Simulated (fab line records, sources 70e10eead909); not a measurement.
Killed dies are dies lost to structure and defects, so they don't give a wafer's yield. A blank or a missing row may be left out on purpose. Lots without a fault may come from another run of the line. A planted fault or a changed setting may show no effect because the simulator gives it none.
Which tool did it? | flow nand_harc | 12 lots, 36 wafers sampled, at 1 step of a route of 1302

WHAT THE GAUGES READ, wafer by wafer
NHARC_P_STI_OCD_MEAS_43.
lot  | measured     | on     | trench_depth_nm (nm)
L075 | day 3 07:31  | ocd-01 | 307 305 304
L077 | day 4 07:19  | ocd-01 | 305 299 303
L079 | day 4 21:58  | ocd-02 | 306 302 302
L081 | day 5 19:22  | ocd-01 | 309 303 305
L083 | day 6 15:23  | ocd-01 | 301 299 302
L085 | day 7 11:14  | ocd-01 | 305 304 296
L087 | day 8 08:25  | ocd-01 | 296 294 294
L089 | day 9 03:13  | ocd-01 | 303 306 295
L091 | day 9 22:04  | ocd-02 | 300 300 300
L093 | day 10 20:07 | ocd-01 | 298 301 301
L095 | day 11 17:22 | ocd-01 | 291 303 297
L097 | day 12 11:35 | ocd-02 | 300 295 295

WHICH TOOL RAN EACH LOT (tool, then ch and the chambers of the sampled wafers, then the start)
The record holds no process step before these readings.

THE ANSWER, worked out from the rows above alone
Rule: what is usual is taken from the lots themselves. Put in order of their means at a reading, lots are off if they are a third of the lots or fewer, leave a main group of 4 or more, and stand apart from it by a gap of 3 or more times the standard deviation of the main group's means; of several such gaps the widest counts. A main group whose means are all the same, to the digits that the tables above print for the reading, isn't used. A lot without any number at a reading at which 4 lots or more have one is off too. The other lots that the step has rows for count as sound.
No lot is off at any reading shown: from this, nothing can be told.

WHAT THE SIMULATOR HAD PUT IN
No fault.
